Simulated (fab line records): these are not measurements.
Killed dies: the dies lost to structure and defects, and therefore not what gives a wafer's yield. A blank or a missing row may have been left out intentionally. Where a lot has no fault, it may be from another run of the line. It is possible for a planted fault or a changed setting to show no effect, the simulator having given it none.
Which tool was responsible? ; flow nand harc ; 18 wafers from 6 lots sampled at 3 of the route's 1159 steps

WHAT THE GAUGES READ, wafer by wafer
NHARC_P_GATE_CD_MEAS_59: target cd 720 nm.
lot;measured;on;cd nm (nm)
L112;day 5 18:22;cd sem-01;722.5 721.1 721.0
L114;day 6 02:50;cd sem-01;721.6 717.0 717.6
L120;day 7 18:52;cd sem-01;771.9 784.9 840.2
L127;day 9 08:07;cd sem-02;721.7 718.5 720.1
L131;day 10 00:59;cd sem-02;717.7 717.2 719.6
L133;day 10 22:40;cd sem-03;716.3 718.1 718.3

TOOL THAT RAN EACH LOT (tool first, then ch and the chambers of the sampled wafers, then the start)
lot;NHARC_P_GATE_STRIP_101;NHARC_P_GATE_EXPOSE_56
L112;rie diel-03 ch 0,2,3, day 5 15:48;krf scanner-01 ch 0, day 5 18:13
L114;rie diel-07 ch 1,2, day 6 00:19;krf scanner-03 ch 0, day 6 02:41
L120;rie diel-03 ch 1,2,3, day 7 16:11;krf scanner-03 ch 0, day 7 18:41
L127;rie diel-07 ch 0,3, day 9 05:41;krf scanner-01 ch 0, day 9 07:58
L131;rie diel-03 ch 0,3, day 9 22:13;krf scanner-04 ch 0, day 10 00:50
L133;rie diel-03 ch 1,2,3, day 10 20:07;krf scanner-01 ch 0, day 10 22:31
- NHARC_P_GATE_STRIP_101: strips in O2, time 20 s.
- NHARC_P_GATE_EXPOSE_56: exposes mask P PSD, target cd 720 nm.

THE ANSWER, worked out from the rows above alone
Rule: the lots themselves supply what counts as usual. Put in order of their means at a reading, lots are off if they are a third of the lots or fewer, leave a main group of 4 or more, and stand apart from it by a gap of 3 or more times the standard deviation of the main group's means; of several such gaps the widest counts. If all means in a main group match to the digits the tables above print for the reading, that group is not used. A lot without any number at a reading at which 4 lots or more have one is off too. Any other lot the step has rows for is counted as sound.
Off: L120, at NHARC_P_GATE_CD_MEAS_59 (cd nm). Main group: mean 719.2 nm, sd 1.4.
A tool fits if, at a process step before that reading, it ran every lot that is off, and no sound lot after the first of them. Those tools and the gauges at NHARC_P_GATE_CD_MEAS_59 are tried in the same way. Undecided on this evidence; 2 tools fit (krf scanner-03 at NHARC_P_GATE_EXPOSE_56, cd sem-01 at NHARC_P_GATE_CD_MEAS_59).

WHAT THE SIMULATOR PUT IN
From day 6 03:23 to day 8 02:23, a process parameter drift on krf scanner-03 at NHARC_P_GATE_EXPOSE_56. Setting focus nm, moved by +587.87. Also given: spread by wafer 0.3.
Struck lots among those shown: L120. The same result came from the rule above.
